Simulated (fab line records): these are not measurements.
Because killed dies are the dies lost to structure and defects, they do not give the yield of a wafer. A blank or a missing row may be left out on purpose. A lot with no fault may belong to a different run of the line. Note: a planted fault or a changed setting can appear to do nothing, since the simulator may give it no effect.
Which of the tools did it? -- flow nandHarc -- 32 wafers from 11 lots sampled at 3 of the route's 1159 steps

== WHAT THE GAUGES SHOWED, per wafer ==
NHARC_A_ONON_D1_THK_MEAS_34: measures by ellipsometry.
lot,measured,on,thkNm (nm)
L993,day 8 12:44,filmMetro-02,198.1 194.9 199.8
L995,day 8 12:37,filmMetro-02,201.6 201.1 203.7
L996,day 8 22:37,filmMetro-01,202.9 203.7 202.0
L102,day 10 12:00,filmMetro-02,196.1 198.2 201.1
L101,day 10 12:09,filmMetro-01,198.1 201.1 201.2
L106,day 11 06:42,filmMetro-02,202.7 202.0 205.2
L104,day 11 06:51,filmMetro-02,200.1 206.9 204.3
L105,day 11 21:44,filmMetro-02,203.1 203.4 200.9
L111,day 12 23:28,filmMetro-01,220.7 197.9 204.2 219.7 200.2 201.0
L114,day 13 06:27,filmMetro-01,223.2 203.1 223.6 203.2
L115,day 14 01:48,filmMetro-02,196.8 198.1 199.8

== TOOL THAT RAN EACH LOT (tool first, then ch and the chambers of the sampled wafers, then the start) ==
lot,NHARC_P_BONDPAD_ETCH_24,NHARC_A_ONON_D1_DEP_33
L993,"rieDiel-08 ch 0,1,2, day 8 12:22 or earlier","pecvd-02 ch 1,2, day 8 12:22"
L995,"rieDiel-08 ch 0,2, day 8 12:12 or earlier","pecvd-01 ch 0,2, day 8 12:12"
L996,"rieDiel-11 ch 2,3, day 8 22:13 or earlier","pecvd-02 ch 0,1,2, day 8 22:13"
L102,"rieDiel-08 ch 1,2, day 10 11:35 or earlier","pecvd-01 ch 1,2, day 10 11:35"
L101,"rieDiel-08 ch 0,1,3, day 10 11:50 or earlier","pecvd-04 ch 0,2, day 10 11:50"
L106,"rieDiel-08 ch 0,3, day 11 06:17 or earlier","pecvd-02 ch 0,2, day 11 06:17"
L104,"rieDiel-08 ch 1,2, day 11 06:31 or earlier","pecvd-04 ch 0,1,2, day 11 06:31"
L105,"rieDiel-08 ch 0,1,3, day 11 21:27 or earlier","pecvd-04 ch 0,1,2, day 11 21:27"
L111,"rieDiel-11 ch 0,2, day 12 23:02 or earlier","pecvd-02 ch 0,1,2, day 12 23:02"
L114,"rieDiel-08 ch 2,3, day 13 06:05 or earlier","pecvd-02 ch 1,2, day 13 06:05"
L115,"rieDiel-09 ch 0,1, day 14 01:26 or earlier","pecvd-01 ch 0,1,2, day 14 01:26"
- NHARC_P_BONDPAD_ETCH_24: etches the open film in CF4/N2, target depth 30 nm, time 72.99 s.
- NHARC_A_ONON_D1_DEP_33: deposits SiO2, target thk 200 nm.

== THE ANSWER, worked out from the rows above alone ==
Rule: the usual values come from the lots themselves. Put in order of their means at a reading, lots are off if they are a third of the lots or fewer, leave a main group of 4 or more, and stand apart from it by a gap of 3 or more times the standard deviation of the main group's means; of several such gaps the widest counts. If all means in a main group match to the digits the tables above print for the reading, that group is not used. Also off: a lot with no number at a reading for which 4 or more lots have one. Any other lot the step has rows for is counted as sound.
None of the lots is off at any reading shown; this tells nothing.

== WHAT THE SIMULATOR HAD PUT IN ==
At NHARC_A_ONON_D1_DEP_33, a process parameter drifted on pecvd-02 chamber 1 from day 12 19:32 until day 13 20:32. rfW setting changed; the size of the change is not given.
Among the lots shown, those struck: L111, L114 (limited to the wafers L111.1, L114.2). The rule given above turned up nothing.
